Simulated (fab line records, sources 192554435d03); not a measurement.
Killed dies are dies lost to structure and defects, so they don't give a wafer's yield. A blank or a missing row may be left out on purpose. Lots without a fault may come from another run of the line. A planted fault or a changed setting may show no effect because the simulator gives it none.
Split-lot experiment | flow n5_finfet | 7 lots, 21 wafers read, on a route of 1938 steps

THE SPLIT
At N5_BEOL_M15_PEB_26 (peb time 90 s), the setting peb_time_s was moved away from the recipe's 90 s on 6 of the 21 wafers read, by -20.2% to +12.2%. The other wafers ran this setting at the recipe's value.

FROM THE SPLIT TO THE READING: what the file shows between them, 2 steps
- N5_BEOL_M15_DEVELOP_27: develop time 45 s
- N5_BEOL_M15_HARDBAKE_32: time 120 s

THE READING
cd_nm, in nm, at N5_BEOL_M15_CD_MEAS_28 (target cd 407.6 nm). Fault-free wafers of this fab line usually give 406.6 nm, standard deviation 2.3 nm.

wafer  | tool, chamber at the split | peb_time_s as run, s | against the recipe | cd_nm, nm | against lot-mates on the recipe
L079.2 | litho_track-04, 0          | 90                   | recipe             | 405.4     | -
L079.3 | litho_track-04, 0          | 90                   | recipe             | 405.9     | -
L079.4 | litho_track-04, 0          | 90                   | recipe             | 404.7     | -
L084.2 | litho_track-01, 0          | 90                   | recipe             | 404.7     | -
L084.3 | litho_track-01, 0          | 90                   | recipe             | 405.0     | -
L084.5 | litho_track-01, 0          | 71.82                | -20.2%             | 397.0     | -7.9
L089.3 | litho_track-01, 0          | 75.73                | -15.9%             | 398.8     | -8.4
L089.5 | litho_track-01, 0          | 90                   | recipe             | 407.2     | -
L089.6 | litho_track-01, 0          | 75.73                | -15.9%             | 401.6     | -5.6
L093.1 | litho_track-01, 0          | 101                  | +12.2%             | 412.2     | +2.6
L093.4 | litho_track-01, 0          | 90                   | recipe             | 409.6     | -
L093.6 | litho_track-01, 0          | 101                  | +12.2%             | 414.8     | +5.2
L092.1 | litho_track-04, 0          | 84.07                | -6.6%              | 406.5     | -4.6
L092.2 | litho_track-04, 0          | 90                   | recipe             | 410.3     | -
L092.5 | litho_track-04, 0          | 90                   | recipe             | 411.8     | -
L096.2 | litho_track-01, 0          | 90                   | recipe             | 409.1     | -
L096.3 | litho_track-01, 0          | 90                   | recipe             | 407.3     | -
L096.5 | litho_track-01, 0          | 90                   | recipe             | 408.7     | -
L097.1 | litho_track-01, 0          | 90                   | recipe             | 405.9     | -
L097.4 | litho_track-01, 0          | 90                   | recipe             | 408.6     | -
L097.6 | litho_track-01, 0          | 90                   | recipe             | 408.3     | -

THE FIT
A straight line over all 21 wafers: cd_nm changes by +0.479 nm for each +1% of peb_time_s; r = +0.88; the points scatter about the line by 2.1 nm.
The same after taking each lot's own level away (the mean of its wafers on the recipe; 21 wafers): +0.397 nm for each +1%; r = +0.95; scatter 1 nm.
On that fit, the largest move of peb_time_s shifts the reading by 8 nm.
The lots' own levels span 404.85 to 411.05 nm, that is 2.7 times the standard deviation above.
So the lot-to-lot level changes the slope: the two fits differ.
Check: with one of the wafers moved furthest among these (-20.2%) left out of the fit, the line predicts -8.47 nm for it against its lot-mates. It came out at -7.85 nm against them.

OTHER SPLITS ON THESE WAFERS
These wafers also went through other splits before the reading. Each is held against what the fit with the lots' levels taken away leaves over:
other split on the same wafers    | wafers away from the commonest value | r with cd_nm (lot level and that fit taken away)
N5_BEOL_M14_TRENCH_ETCH_34 bias_w | 5                                    | +0.07

THE WHOLE CHAIN: every reading that the file lists as answering this split, in the file's order
step                   | what it does                                                            | reading                                                         | change (the file's fit)               | r (the file's)
N5_BEOL_M15_CD_MEAS_28 | target cd 407.6 nm                                                      | cd_nm                                                           | +0.408 nm for each +1% of the setting | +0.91
N5_BEOL_M15_DESCUM_33  | chemistry O2, time 7.9 s                                                | BEOL_M15.cd_nm (the simulator's own value, which no gauge read) | +0.408 nm for each +1% of the setting | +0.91
N5_BEOL_M15_ETCH_61    | etches BARC in N2/H2, target depth 89 nm, overetch 26.7 nm, time 67.9 s | BEOL_M15.cd_nm (the simulator's own value, which no gauge read) | +0.438 nm for each +1% of the setting | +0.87

THE FILE'S OWN FIT
cd_nm changes by +0.408 nm for each +1% of peb_time_s, r = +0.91.
